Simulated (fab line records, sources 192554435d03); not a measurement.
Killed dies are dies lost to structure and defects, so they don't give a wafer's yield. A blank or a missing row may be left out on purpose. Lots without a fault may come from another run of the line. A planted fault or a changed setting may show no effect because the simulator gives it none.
Chamber matching | flow n5_finfet | N5_HKMG_FIN_ALD_75 on ald_hk-01: 4 sister chambers
The step deposits Al2O3, target thk 1 nm, co reactant pulse time 1 s. 8 wafers are shown with their chamber, then 10 later ones without.

WAFERS WITH THEIR CHAMBER
wafer  | chamber | heater_power_outer_w (W) | heater_power_w (W)
L078.1 | 3       | 70                       | 140
L078.6 | 3       | 71                       | 139
L081.5 | 0       | 65                       | 123
L085.2 | 2       | 89                       | 163
L085.5 | 1       | 67                       | 130
L085.6 | 2       | 87                       | 166
L089.1 | 1       | 67                       | 130
L089.4 | 0       | 66                       | 127

WAFERS WITHOUT THEIR CHAMBER
wafer  | heater_power_outer_w (W) | heater_power_w (W)
L089.5 | 67                       | 129
L090.2 | 68                       | 136
L090.3 | 74                       | 135
L090.5 | 67                       | 135
L091.2 | 72                       | 140
L091.3 | 88                       | 167
L091.6 | 89                       | 166
L093.3 | 70                       | 140
L093.4 | 67                       | 133
L093.6 | 72                       | 136

WHICH CHAMBER EACH WENT THROUGH
wafer  | from the rows above     | in truth
L089.5 | 1                       | 1
L090.2 | can't be placed: 3 or 1 | 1
L090.3 | 3                       | 3
L090.5 | can't be placed: 1 or 3 | 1
L091.2 | 3                       | 3
L091.3 | 2                       | 2
L091.6 | 2                       | 2
L093.3 | 3                       | 3
L093.4 | 1                       | 1
L093.6 | 3                       | 3
Placed correctly: 8 of 10. Can't be placed from these rows: 2 (the true chamber is among the candidates in 2). Placed wrongly: 0.
How it was worked out, from the rows above alone: a wafer's distance from a chamber is the root of the sum, over the readings, of the square of ((its reading less the chamber's mean) divided by the reading's scatter). The wafer belongs to the nearest chamber; if the next one is less than 2 further off, it can't be placed. A chamber's mean is the mean of its shown wafers. The scatter: the root of (the sum of the squares of (reading less its chamber's mean) over the shown wafers, divided by (wafers less chambers)).
